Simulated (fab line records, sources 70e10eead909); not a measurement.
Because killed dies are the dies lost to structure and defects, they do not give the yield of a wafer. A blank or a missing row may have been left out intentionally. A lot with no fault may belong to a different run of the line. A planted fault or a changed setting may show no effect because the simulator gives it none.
Matching of chambers :: flow nand-harc :: NHARC_A_DECK1_JOINT_CMP_13 on cmp-01: 4 sister chambers
The step polishes, target thk 51.023 nm. 14 wafers are shown with their chamber, then 7 later ones without.

WAFERS PAIRED WITH THEIR CHAMBERS
wafer: L228.2
chamber: 2
motor-current-A (A): 10.4
time-to-endpoint-s (s): 8.2
slurry-flow-ml-min: 149.6

wafer: L228.5
chamber: 0
motor-current-A (A): 11.5
time-to-endpoint-s (s): 6.4
slurry-flow-ml-min: 150.6

wafer: L228.6
chamber: 1
motor-current-A (A): 12.2
time-to-endpoint-s (s): 16.1
slurry-flow-ml-min: 149.0

wafer: L233.2
chamber: 1
motor-current-A (A): 12.5
time-to-endpoint-s (s): 13.2
slurry-flow-ml-min: 149.4

wafer: L233.6
chamber: 0
motor-current-A (A): 11.6
time-to-endpoint-s (s): 8.2
slurry-flow-ml-min: 149.8

wafer: L235.1
chamber: 2
motor-current-A (A): 10.4
time-to-endpoint-s (s): 5.5
slurry-flow-ml-min: 150.2

wafer: L235.4
chamber: 3
motor-current-A (A): 10.4
time-to-endpoint-s (s): 9.1
slurry-flow-ml-min: 151.0

wafer: L237.2
chamber: 3
motor-current-A (A): 10.7
time-to-endpoint-s (s): 11.9
slurry-flow-ml-min: 149.3

wafer: L237.6
chamber: 3
motor-current-A (A): 11.0
time-to-endpoint-s (s): 9.5
slurry-flow-ml-min: 150.5

wafer: L241.1
chamber: 3
motor-current-A (A): 10.3
time-to-endpoint-s (s): 11.8
slurry-flow-ml-min: 149.8

wafer: L241.2
chamber: 2
motor-current-A (A): 10.8
time-to-endpoint-s (s): 11.5
slurry-flow-ml-min: 149.3

wafer: L241.3
chamber: 1
motor-current-A (A): 11.9
time-to-endpoint-s (s): 14.6
slurry-flow-ml-min: 149.8

wafer: L242.1
chamber: 2
motor-current-A (A): 10.8
time-to-endpoint-s (s): 8.7
slurry-flow-ml-min: 149.6

wafer: L242.3
chamber: 0
motor-current-A (A): 11.0
time-to-endpoint-s (s): 8.0
slurry-flow-ml-min: 150.3

SIGNATURES (averages over the wafers above)
reading: motor-current-A
chamber 0: 11.367
chamber 1: 12.200
chamber 2: 10.600
chamber 3: 10.600
scatter within a chamber: 0.291

reading: time-to-endpoint-s
chamber 0: 7.533
chamber 1: 14.633
chamber 2: 8.475
chamber 3: 10.575
scatter within a chamber: 1.76

reading: slurry-flow-ml-min
chamber 0: 150.233
chamber 1: 149.400
chamber 2: 149.675
chamber 3: 150.150
scatter within a chamber: 0.526
Rule: a wafer lies at a distance from a chamber equal to the root of the sum of squares, over the readings, of (its reading less the chamber's mean, divided by the reading's scatter). If the next closest chamber is less than 2 further off than the closest, the wafer can't be placed; otherwise it belongs to the closest. How the scatter is found: for the shown wafers, subtract from each reading the mean of its chamber, square and add these, divide the total by (wafers less chambers), then take the root.

WAFERS WITHOUT THEIR CHAMBER
wafer: L242.5
motor-current-A (A): 10.7
time-to-endpoint-s (s): 10.3
slurry-flow-ml-min: 150.4

wafer: L243.3
motor-current-A (A): 12.5
time-to-endpoint-s (s): 14.8
slurry-flow-ml-min: 149.4

wafer: L243.4
motor-current-A (A): 10.8
time-to-endpoint-s (s): 12.8
slurry-flow-ml-min: 150.3

wafer: L243.6
motor-current-A (A): 11.3
time-to-endpoint-s (s): 10.8
slurry-flow-ml-min: 150.1

wafer: L245.1
motor-current-A (A): 11.1
time-to-endpoint-s (s): 8.6
slurry-flow-ml-min: 150.1

wafer: L245.5
motor-current-A (A): 10.7
time-to-endpoint-s (s): 12.3
slurry-flow-ml-min: 150.1

wafer: L245.6
motor-current-A (A): 10.9
time-to-endpoint-s (s): 7.4
slurry-flow-ml-min: 149.6

WHICH CHAMBER EACH WENT THROUGH
wafer: L242.5
from the rows above: can't be placed: 3 or 2
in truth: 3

wafer: L243.3
from the rows above: 1
in truth: 1

wafer: L243.4
from the rows above: can't be placed: 3 or 2
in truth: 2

wafer: L243.6
from the rows above: can't be placed: 0 or 3 or 2
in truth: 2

wafer: L245.1
from the rows above: can't be placed: 0 or 2 or 3
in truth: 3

wafer: L245.5
from the rows above: can't be placed: 3 or 2
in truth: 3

wafer: L245.6
from the rows above: can't be placed: 2 or 0 or 3
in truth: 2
Correct placement for 1 of the 7. Not placeable from these rows: 6 (in 6, the candidates include the true chamber). 0 placed wrongly.
